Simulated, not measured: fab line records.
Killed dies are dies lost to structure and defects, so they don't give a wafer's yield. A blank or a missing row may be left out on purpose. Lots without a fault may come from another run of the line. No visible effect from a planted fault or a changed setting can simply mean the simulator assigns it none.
A struck lot beside a sound one :: flow nandHarc :: 32 out of 1302 route steps
Sound: these wafers, L344.3, L344.4, L344.5. Struck: wafer L359.3 (L359.1, L359.5, from the same lot, were not struck and are left out); the cause is given at the end.
Per side, at each step with rows, come the tool, then ch with its chambers, and then its first start. Under that, the readings that differ: sound wafers :: struck wafers :: difference of the means :: sigmas: that difference in standard deviations of wafers without a fault.
alike: readings with means less than 2 such deviations apart, plus words and numbers identical on both sides. not compared: withheld readings, readings lacking a value on some wafer, bounds such as >300 that could conceal the same value, and numbers that have no deviation in the record and whose values overlap.
A row with sigmas, a row that says differs or no value, or rows on one side alone: a step with any of these is where the two part. Numbers that have no deviation but don't overlap get no sigmas and don't part them. A reading missing from all wafers of one side parts the sides only when that side holds two or more wafers.

first, 3 steps without rows for these wafers: NHARC_THIN_TSV_DEGAS_49 (time 120 s); NHARC_THIN_TSV_PRE_CLEAN_50 (time 30 s); NHARC_THIN_TSV_PVD_19 (deposits TaN, target thk 20 nm).
NHARC_THIN_TSV_PVD_51: deposits Cu, target thk 100 nm.
  sound on pvdSputter-03; struck on pvdSputter-02
  alike: throttleValvePct
then, 5 steps without rows for these wafers: NHARC_THIN_TSV_ECD_20 (material Cu, target thk 2000 nm); NHARC_THIN_TSV_ANNEAL_52 (time 90 s); NHARC_THIN_TSV_CMP_21 (polishes, t overpolish 30 s, target thk 2000 nm); NHARC_THIN_TSV_SRD_23; NHARC_THIN_TSV_DEGAS_53 (time 60 s).
NHARC_THIN_TSV_PRE_CLEAN_54: time 30 s.
  sound on pvdSputter-03 at day 24 15:47; struck on pvdSputter-03 at day 30 16:12
  alike: heaterPowerW
then, 1 step without rows for these wafers: NHARC_THIN_TSV_PVD_55 (deposits TiN, target thk 50 nm).
NHARC_THIN_TSV_PVD_24: deposits Al, target thk 800 nm.
  sound on pvdSputter-03 at day 24 16:01; struck on pvdSputter-03 at day 30 16:29
then, 8 steps without rows for these wafers: NHARC_THIN_TSV_DEHYDRATE_25 (time 120 s); NHARC_THIN_TSV_HMDS_26 (time 30 s); NHARC_THIN_TSV_COAT_27; NHARC_THIN_TSV_SOFTBAKE_28 (time 95 s); NHARC_THIN_TSV_EBR_29; NHARC_THIN_TSV_EXPOSE_30 (exposes mask PAD); NHARC_THIN_TSV_PEB_31 (peb time 85 s); NHARC_THIN_TSV_DEVELOP_32 (time 70 s).
NHARC_THIN_TSV_CD_MEAS_33: target cd 5000 nm.
  sound on cdSem-01 ch 0, day 24 16:44; struck on cdSem-01 ch 0, day 30 17:16
reading: cdNm (nm)
sound: 4997.2 4996.5 4995.8
struck: 5001.0
difference: +4.5
sigmas: +2
then, 2 steps without rows for these wafers: NHARC_THIN_TSV_HARDBAKE_34 (time 80 s); NHARC_THIN_TSV_DESCUM_35 (chemistry O2, time 3 s).
NHARC_THIN_TSV_ETCH_59: etches the open film in Cl2/BCl3, target depth 880 nm, time 138.1 s.
  sound on rieMetal-02 ch 0,1, day 24 17:10; struck on rieMetal-03 ch 0, day 30 17:35
  alike: drypumpMotorCurrentA, heBacksideLeakSccm, mfcCl2Sccm, oesProductAu, throttleValvePct
  not compared: rfHoursCounterH
NHARC_THIN_TSV_ETCH_36: etches the open film in Cl2/BCl3, target depth 65 nm, time 18.571 s.
  sound on rieMetal-02 ch 0,1, day 24 17:22; struck on rieMetal-03 ch 0, day 30 17:49
  alike: drypumpMotorCurrentA, heBacksideLeakSccm, oesProductAu
  not compared: rfHoursCounterH
NHARC_THIN_TSV_STRIP_56: strips in O2.
  sound on plasmaAsher-01 ch 0,1, day 24 17:32; struck on plasmaAsher-02 ch 0, day 30 17:55
reading: heaterPowerW (W)
sound: 339 311 336
struck: 363
difference: +34
sigmas: +2
  alike: drypumpMotorCurrentA
  not compared: rfHoursCounterH
then, 1 step without rows for these wafers: NHARC_THIN_TSV_STRIP_57 (strips in post etch residue remover, time 1200 s).
NHARC_THIN_TSV_CD_MEAS_37:
  sound on cdSem-03 at day 24 18:14; struck on cdSem-02 at day 30 18:43
  alike: cdNm
then, 1 step without rows for these wafers: NHARC_THIN_TSV_ANNEAL_58 (time 1800 s).
NHARC_THIN_TSV_INSPECT_40:
  sound on defectInspect-02 at day 25 00:55; struck on defectInspect-01 at day 30 23:53
reading: rawDefectCount
sound: 486 546 501
struck: 1690
difference: +1179
sigmas: +12
NHARC_END_WLT_00:
  sound on prober-02 at day 25 01:58; struck on prober-01 at day 31 02:38
  alike: VT_DECK1_BOTTOM, VT_DECK1_BOTTOM_INNER, VT_DECK1_MEDIAN_NEAR_BOTTOM, VT_DECK1_MEDIAN_NEAR_BOTTOM_INNER, VT_DECK1_MIDDLE, VT_DECK1_MIDDLE_INNER, VT_DECK1_TOP, VT_DECK1_TOP_INNER, VT_DECK2_BOTTOM, VT_DECK2_BOTTOM_INNER, VT_DECK2_MEDIAN_NEAR_BOTTOM, VT_DECK2_MEDIAN_NEAR_BOTTOM_INNER, VT_DECK2_MIDDLE, VT_DECK2_MIDDLE_INNER, VT_DECK2_TOP, VT_DECK2_TOP_INNER
NHARC_END_SORT_01:
  sound on prober-02 ch 0, day 25 05:31; struck on prober-01 ch 0, day 31 06:13
reading: defectLimitedYield (%)
sound: 95 91 92
struck: 82
difference: -11
sigmas: -3

reading: killedAtOther
sound: 0 0 2
struck: 63
difference: +62
sigmas: +45

reading: killedDies
sound: 35 58 51
struck: 123
difference: +75
sigmas: +3
  alike: killedAtArray, killedAtPeriphery, killedOpen, killedShort

## WHERE THEY PART
First at NHARC_THIN_TSV_CD_MEAS_33; last, within this record, at NHARC_END_SORT_01.

WHY: what had been put in by the simulator
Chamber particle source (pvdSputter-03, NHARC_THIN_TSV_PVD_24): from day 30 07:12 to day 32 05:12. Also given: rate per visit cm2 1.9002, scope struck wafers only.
